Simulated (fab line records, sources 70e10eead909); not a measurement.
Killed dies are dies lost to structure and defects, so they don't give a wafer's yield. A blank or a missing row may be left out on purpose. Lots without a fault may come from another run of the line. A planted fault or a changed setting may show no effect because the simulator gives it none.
fab line records | flow nand_harc | part 2 of 2: steps 5 to 6 of 6
record lots=23 wafers=69 last_day=25
route steps=1159 shown A_STAIRCASE@532
lots that met no fault: from a run of the same line without faults
start_h: hours from the record's first day to the start of the lot's first wafer shown | wait_h: hours since the lot's step before | " the same as in the row above | L1.1+2: a row that stands for several wafers | - no value, or no start given | * or withheld: withheld | < > ~ a bound
route shown NAME@n: a module of which the file shows steps, and the number in the route of the first | usual: mean/standard deviation of fault-free wafers | same: alike in all rows | chamber/n: place in a boat | sites: the reading at each site | _std_site: their standard deviation | _edge_site: outer sites' mean less inner sites' | radius_mm: how far each site lies from the wafer's centre | mask NAME#n: copy n | behind: the tool/chamber that last shaped the wafer | hold: why the lot was held/for how many hours/how that ended | device: the transistor (n, p or np) that didn't switch | end of line: the same wafers' tests at the end of the route | a step without rows: its recipe alone | killed: dies lost to structure and defects at the first sort, not the wafer's yield | map: a wafer's dies, x killed, . not, _ none there
set.NAME: the setting as run; set.NAME@STEP: as run at that earlier step | model.NAME: the simulator's own value behind a step, which no gauge read
steps of the route over a sample of lots; a table a step, a row a wafer
services: from which hour (start_h, from the record's first day; less than 0 if before it) a tool's chamber was out of use, for how many hours, and why
## steps
# step NHARC_A_STAIRCASE_TRIM_191
# recipe time_s=211.2 o2_flow_sccm=500 ar_flow_sccm=0 bias_w=0 chemistry=O2
# usual drypump_motor_current_A=5.8/0.45 oes_product_au=0.997/0.013 rf_vpp_V=57.7/0.92 showerhead_plenum_p_Torr=3.50/0.11 throttle_valve_pct=17.037/0.0081
# columns lot.wafer tool chamber start_h wait_h drypump_motor_current_A oes_product_au rf_hours_counter_h rf_vpp_V showerhead_plenum_p_Torr throttle_valve_pct
L074.2 rie_diel-01 1 - - 5.7 1.003 38 59.3 3.63 17.027
L074.1 " 2 " " 5.9 0.987 37 57.9 3.49 17.026
L074.3 " 0 " " 6.6 0.983 39 57.8 3.45 17.031
L075.4 rie_diel-02 2 - - 5.9 1.000 35 56.4 3.39 17.029
L075.3 " 3 " " 6.2 1.019 36 57.8 3.54 17.037
L075.2 " 0 " " 5.0 1.019 36 58.2 3.55 17.042
L077.1 rie_diel-01 1 - - 5.8 1.001 42 58.9 3.63 17.026
L077.3 " 2 " " 5.9 0.984 41 58.2 3.49 17.029
L077.4 " 0 " " 6.6 0.990 - 57.2 3.45 17.041
L076.2 rie_diel-08 3 - - 5.3 0.979 54 58.0 3.63 17.038
L076.6 " 2 " " 5.9 1.012 - 58.5 3.63 17.042
L076.5 " 3 " " 5.3 0.979 - 57.2 3.63 17.030
L079.1 rie_diel-01 1 - - 5.7 1.006 46 58.9 3.63 17.042
L079.4 " 3 " " 5.5 0.988 37 58.4 3.34 17.035
L079.6 " 1 " " 5.7 1.011 - 57.6 3.63 17.044
L081.1 rie_diel-02 3 - - 6.2 1.023 45 56.9 3.53 17.033
L081.2 " 0 " " 5.1 1.021 49 58.3 3.54 17.032
L081.5 " 3 " " 6.2 1.025 - 57.4 3.53 17.032
L080.1 rie_diel-02 1 - - 6.0 0.996 49 59.8 3.64 17.037
L080.5 " 0 " " 5.1 1.001 - 57.5 3.54 17.039
L080.6 " 1 " " 6.0 0.989 - 57.2 3.64 17.059
L084.4 rie_diel-08 2 - - 5.9 0.994 59 58.1 3.63 17.034
L084.5 " 2 " " 5.9 1.005 - 58.7 3.63 17.025
L084.6 " 3 " " 5.3 0.983 - 56.8 3.62 17.039
L083.1 rie_diel-08 0 - - 6.1 0.969 57 57.2 3.34 17.038
L083.2 " 2 " " 5.9 0.997 60 57.9 3.63 17.031
L083.5 " 3 " " 5.3 0.969 - 60.3 3.62 17.032
L082.2 rie_diel-01 3 - - 5.5 0.988 47 57.3 3.33 17.040
L082.1 " 0 " " 6.6 0.972 56 58.8 3.44 17.039
L082.5 " 1 " " 5.7 1.011 - 57.5 3.62 17.031
L087.1 rie_diel-08 2 - - 5.9 1.011 4 56.9 3.63 17.035
L087.3 " 3 " " 5.3 1.004 4 57.9 3.62 17.042
L087.5 " 1 " " 5.1 0.997 - 57.6 3.43 17.029
L088.1 rie_diel-02 3 - - 6.2 1.010 58 57.6 3.52 17.022
L088.4 " 2 " " 5.9 0.997 59 56.7 3.38 17.041
L088.5 " 0 " " 5.1 0.998 - 59.7 3.54 17.034
L085.4 rie_diel-02 2 - - 5.9 1.007 63 57.6 3.38 17.034
L085.1 " 3 " " 6.2 1.012 61 58.4 3.52 17.038
L085.6 " 2 " " 5.9 1.000 - 58.3 3.38 17.030
L086.2 rie_diel-01 1 - - 5.7 1.010 2 57.9 3.62 17.029
L086.1 " 2 " " 5.9 0.998 1 57.0 3.47 17.033
L086.6 " 0 " " 6.6 1.011 - 58.1 3.44 17.023
L090.1 rie_diel-01 0 - - 6.6 1.005 8 58.1 3.43 17.041
L090.4 " 2 " " 5.9 0.990 7 57.5 3.47 17.027
L090.6 " 0 " " 6.6 0.999 - 57.7 3.43 17.032
L089.1 rie_diel-01 0 - - 6.6 1.008 8 57.7 3.43 17.027
L089.3 " 2 " " 5.9 0.991 7 57.2 3.47 17.045
L089.6 " 1 " " 5.7 1.013 - 58.8 3.61 17.036
L091.3 rie_diel-01 2 - - 5.9 0.991 10 55.9 3.47 17.054
L091.2 " 3 " " 5.5 0.980 10 57.6 3.33 17.035
L091.1 " 0 " " 6.6 1.008 10 56.1 3.43 17.031
L092.2 rie_diel-08 0 - - 6.1 1.001 9 57.9 3.33 17.036
L092.1 " 3 " " 5.3 0.994 19 58.9 3.61 17.052
L092.6 " 3 " " 5.3 1.010 - 57.8 3.61 17.039
L094.4 rie_diel-08 3 - - 5.3 0.996 28 56.9 3.60 17.036
L094.2 " 1 " " 5.0 1.001 25 58.4 3.42 17.043
L094.5 " 3 " " 5.3 0.991 - 57.2 3.60 17.029
L095.4 rie_diel-01 2 - - 5.9 0.990 18 58.2 3.46 17.027
L095.3 " 0 " " 6.6 1.014 19 57.6 3.43 17.035
L095.5 " 3 " " 5.5 0.989 - 56.5 3.32 17.040
L093.3 rie_diel-08 2 - - 5.9 0.996 29 57.5 3.61 17.033
L093.1 " 1 " " 5.0 0.999 26 56.4 3.42 17.035
L093.6 " 3 " " 5.3 0.997 - 58.7 3.60 17.029
L096.1 rie_diel-02 3 - - 6.2 1.006 12 57.7 3.52 17.043
L096.2 " 1 " " 6.0 0.994 12 56.7 3.63 17.054
L096.6 " 3 " " 6.2 1.010 - 56.5 3.52 17.041
L097.4 rie_diel-08 0 - - 6.1 0.994 27 56.7 3.33 17.037
L097.3 " 1 " " 5.0 0.987 31 56.0 3.42 17.030
L097.6 " 0 " " 6.1 1.004 - 57.0 3.32 17.022
# step NHARC_A_STAIRCASE_ETCH_192
# recipe target_depth_a=1000 time_s=40.5 ion_energy_ev=400 c4f8_flow_sccm=20 o2_flow_sccm=10 ar_flow_sccm=withheld rf_w=600 bias_w=1000 chemistry=C4F8/O2
# usual oes_product_au=0.935/0.013 rf_vpp_V=895/3.9
# columns lot.wafer tool chamber start_h wait_h oes_product_au rf_hours_counter_h rf_vpp_V
L074.2 rie_diel-01 2 - - 0.926 37 895
L074.1 " 0 " " 0.929 40 894
L074.3 " 1 " " 0.953 38 899
L075.3 rie_diel-02 3 - - 0.933 36 896
L075.4 " 0 " " 0.954 36 896
L075.2 " 1 " " 0.940 35 900
L077.1 rie_diel-01 0 - - 0.920 44 892
L077.3 " 2 " " 0.915 41 894
L077.4 " 0 " " 0.912 - 894
L076.2 rie_diel-08 1 - - 0.927 51 893
L076.5 " 1 " " 0.930 - 891
L076.6 " 2 " " 0.941 - 899
L079.4 rie_diel-01 2 - - 0.924 44 895
L079.1 " 3 " " 0.923 37 887
L079.6 " 0 " " 0.913 - 893
L081.1 rie_diel-02 3 - - 0.946 46 895
L081.2 " 1 " " 0.931 48 898
L081.5 " 2 " " 0.940 - 891
L080.1 rie_diel-02 1 - - 0.943 49 899
L080.5 " 1 " " 0.940 - 901
L080.6 " 2 " " 0.960 - 891
L084.4 rie_diel-08 2 - - 0.943 59 899
L084.6 " 3 " " 0.917 - 900
L084.5 " 0 " " 0.931 - 888
L083.2 rie_diel-08 2 - - 0.962 60 899
L083.1 " 3 " " 0.921 65 899
L083.5 " 2 " " 0.955 - 900
L082.1 rie_diel-01 3 - - 0.954 47 890
L082.2 " 1 " " 0.951 55 899
L082.5 " 3 " " 0.949 - 889
L088.1 rie_diel-02 1 - - 0.928 59 899
L088.4 " 2 " " 0.920 60 891
L088.5 " 1 " " 0.926 - 900
L087.1 rie_diel-08 2 - - 0.925 8 899
L087.3 " 1 " " 0.923 9 893
L087.5 " 1 " " 0.913 - 892
L085.4 rie_diel-02 1 - - 0.933 62 900
L085.1 " 3 " " 0.945 61 895
L085.6 " 1 " " 0.922 - 901
L086.2 rie_diel-01 2 - - 0.933 2 894
L086.1 " 0 " " 0.941 1 893
L086.6 " 2 " " 0.939 - 893
L090.4 rie_diel-01 1 - - 0.950 7 899
L090.1 " 3 " " 0.913 8 889
L090.6 " 1 " " 0.957 - 898
L089.3 rie_diel-01 1 - - 0.935 8 900
L089.1 " 2 " " 0.935 8 894
L089.6 " 1 " " 0.944 - 899
L091.2 rie_diel-01 1 - - 0.943 10 898
L091.1 " 2 " " 0.924 10 893
L091.3 " 0 " " 0.947 10 892
L092.2 rie_diel-08 2 - - 0.936 19 898
L092.1 " 0 " " 0.936 9 889
L092.6 " 2 " " 0.928 - 898
L094.4 rie_diel-08 0 - - 0.949 21 889
L094.2 " 2 " " 0.940 28 899
L094.5 " 3 " " 0.929 - 899
L095.4 rie_diel-01 0 - - 0.953 19 894
L095.3 " 1 " " 0.959 18 899
L095.5 " 2 " " 0.915 - 894
L093.3 rie_diel-08 0 - - 0.931 22 889
L093.1 " 1 " " 0.931 26 893
L093.6 " 3 " " 0.928 - 898
L096.2 rie_diel-02 0 - - 0.945 8 896
L096.1 " 2 " " 0.942 11 890
L096.6 " 1 " " 0.945 - 899
L097.4 rie_diel-08 3 - - 0.933 35 899
L097.3 " 0 " " 0.946 27 889
L097.6 " 3 " " 0.940 - 898
## services
# columns tool chamber start_h hours kind
rie_diel-08 0 232.11 - clean
rie_diel-08 1 232.11 - clean
rie_diel-08 2 232.11 - clean
rie_diel-08 3 232.11 - clean
rie_diel-08 0 240.17 12.9 repair
rie_diel-08 0 256.69 - clean
rie_diel-08 1 256.69 - clean
rie_diel-08 2 256.69 - clean
rie_diel-08 3 256.69 - clean
rie_diel-01 3 256.86 8.8 repair
rie_diel-02 3 267.86 7.5 repair
rie_diel-08 0 281.30 - clean
rie_diel-08 1 281.30 - clean
rie_diel-08 2 281.30 - clean
rie_diel-08 3 281.30 - clean
rie_diel-08 - 301.82 9.0 pm
rie_diel-08 0 301.82 9.0 vent_cycle
rie_diel-08 1 301.82 9.0 vent_cycle
rie_diel-08 2 301.82 9.0 vent_cycle
rie_diel-01 - 314.97 9.0 pm
rie_diel-08 0 318.40 14.4 repair
rie_diel-02 - 328.58 9.0 pm
rie_diel-08 1 331.54 11.2 repair
rie_diel-02 0 337.94 7.0 repair
